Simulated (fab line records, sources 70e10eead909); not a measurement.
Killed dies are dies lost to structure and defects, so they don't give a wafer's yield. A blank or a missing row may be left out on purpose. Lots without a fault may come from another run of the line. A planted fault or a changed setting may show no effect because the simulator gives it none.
Chamber matching | flow nand_harc | NHARC_A_CHANNEL_HOLE_D1_DEP_01 on pecvd-04: 3 sister chambers
The step deposits SiON, target thk 140 nm. 6 wafers are shown with their chamber, then 9 later ones without.

WAFERS WITH THEIR CHAMBER
wafer  | chamber | heater_power_w (W) | rf_fwd_power_W (W)
L081.3 | 2       | 817                | 347.4
L082.5 | 2       | 752                | 348.9
L087.5 | 0       | 904                | 349.7
L089.1 | 1       | 666                | 347.0
L089.2 | 0       | 851                | 347.8
L089.6 | 1       | 673                | 348.1

WAFERS WITHOUT THEIR CHAMBER
wafer  | heater_power_w (W) | rf_fwd_power_W (W)
L090.2 | 650                | 347.5
L090.4 | 709                | 346.4
L090.5 | 650                | 347.7
L095.2 | 755                | 348.8
L095.4 | 732                | 349.8
L095.6 | 670                | 346.8
L096.1 | 747                | 347.9
L096.3 | 933                | 348.3
L096.6 | 653                | 347.1

WHICH CHAMBER EACH WENT THROUGH
wafer  | from the rows above     | in truth
L090.2 | 1                       | 1
L090.4 | can't be placed: 1 or 2 | 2
L090.5 | 1                       | 1
L095.2 | can't be placed: 2 or 1 | 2
L095.4 | can't be placed: 2 or 1 | 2
L095.6 | 1                       | 1
L096.1 | can't be placed: 2 or 1 | 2
L096.3 | 0                       | 0
L096.6 | 1                       | 1
Placed correctly: 5 of 9. Can't be placed from these rows: 4 (the true chamber is among the candidates in 4). Placed wrongly: 0.
How it was worked out, from the rows above alone: a wafer's distance from a chamber is the root of the sum, over the readings, of the square of ((its reading less the chamber's mean) divided by the reading's scatter). The wafer belongs to the nearest chamber; if the next one is less than 2 further off, it can't be placed. A chamber's mean is the mean of its shown wafers. The scatter: the root of (the sum of the squares of (reading less its chamber's mean) over the shown wafers, divided by (wafers less chambers)).
